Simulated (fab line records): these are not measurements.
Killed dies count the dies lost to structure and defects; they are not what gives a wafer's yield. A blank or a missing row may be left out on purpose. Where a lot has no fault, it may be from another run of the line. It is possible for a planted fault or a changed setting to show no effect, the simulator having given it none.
Matching of chambers || flow n5 finfet || N5_BEOL_M5_CURE_80 on uv cure-02 has 3 sister chambers
The step cures SiCOH lowk, time 120 s. 3 wafers are shown with their chamber, then 10 later ones without.

== EACH WAFER AND ITS CHAMBER ==
{"wafer": "L078.5", "chamber": 2, "wafer_temp_C_max": 371.7}
{"wafer": "L084.6", "chamber": 0, "wafer_temp_C_max": 371.4}
{"wafer": "L087.5", "chamber": 1, "wafer_temp_C_max": 371.3}

== WAFERS WHOSE CHAMBER IS MISSING ==
{"wafer": "L087.6", "wafer_temp_C_max": 371.3}
{"wafer": "L095.1", "wafer_temp_C_max": 372.2}
{"wafer": "L095.4", "wafer_temp_C_max": 372.2}
{"wafer": "L095.6", "wafer_temp_C_max": 372.3}
{"wafer": "L097.3", "wafer_temp_C_max": 371.5}
{"wafer": "L097.5", "wafer_temp_C_max": 370.8}
{"wafer": "L097.6", "wafer_temp_C_max": 371.0}
{"wafer": "L091.3", "wafer_temp_C_max": 370.8}
{"wafer": "L091.4", "wafer_temp_C_max": 371.2}
{"wafer": "L091.5", "wafer_temp_C_max": 371.5}

== CHAMBER TAKEN BY EACH ==
{"wafer": "L087.6", "from the rows above": "can't be placed: 1 or 0 or 2", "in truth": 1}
{"wafer": "L095.1", "from the rows above": "can't be placed: 2 or 0 or 1", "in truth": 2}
{"wafer": "L095.4", "from the rows above": "can't be placed: 2 or 0 or 1", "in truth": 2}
{"wafer": "L095.6", "from the rows above": "can't be placed: 2 or 0 or 1", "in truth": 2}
{"wafer": "L097.3", "from the rows above": "can't be placed: 0 or 1 or 2", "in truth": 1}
{"wafer": "L097.5", "from the rows above": "can't be placed: 1 or 0 or 2", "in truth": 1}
{"wafer": "L097.6", "from the rows above": "can't be placed: 1 or 0 or 2", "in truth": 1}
{"wafer": "L091.3", "from the rows above": "can't be placed: 1 or 0 or 2", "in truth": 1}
{"wafer": "L091.4", "from the rows above": "can't be placed: 1 or 0 or 2", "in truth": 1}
{"wafer": "L091.5", "from the rows above": "can't be placed: 0 or 1 or 2", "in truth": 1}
Correctly placed: 0 of 10. Not placeable from these rows: 10 (in 10, the candidates include the true chamber). Placed wrongly: 0.
How it was worked out, from the rows above alone: a wafer's distance from a chamber is the root of the sum, over the readings, of the square of ((its reading less the chamber's mean) divided by the reading's scatter). If the next closest chamber is less than 2 further off than the closest, the wafer can't be placed; otherwise it belongs to the closest. For every chamber, the mean is computed from those of its wafers that are shown. The scatter: root of mean squared gap, hidden wafer to nearest shown wafer, with one shown wafer a chamber.
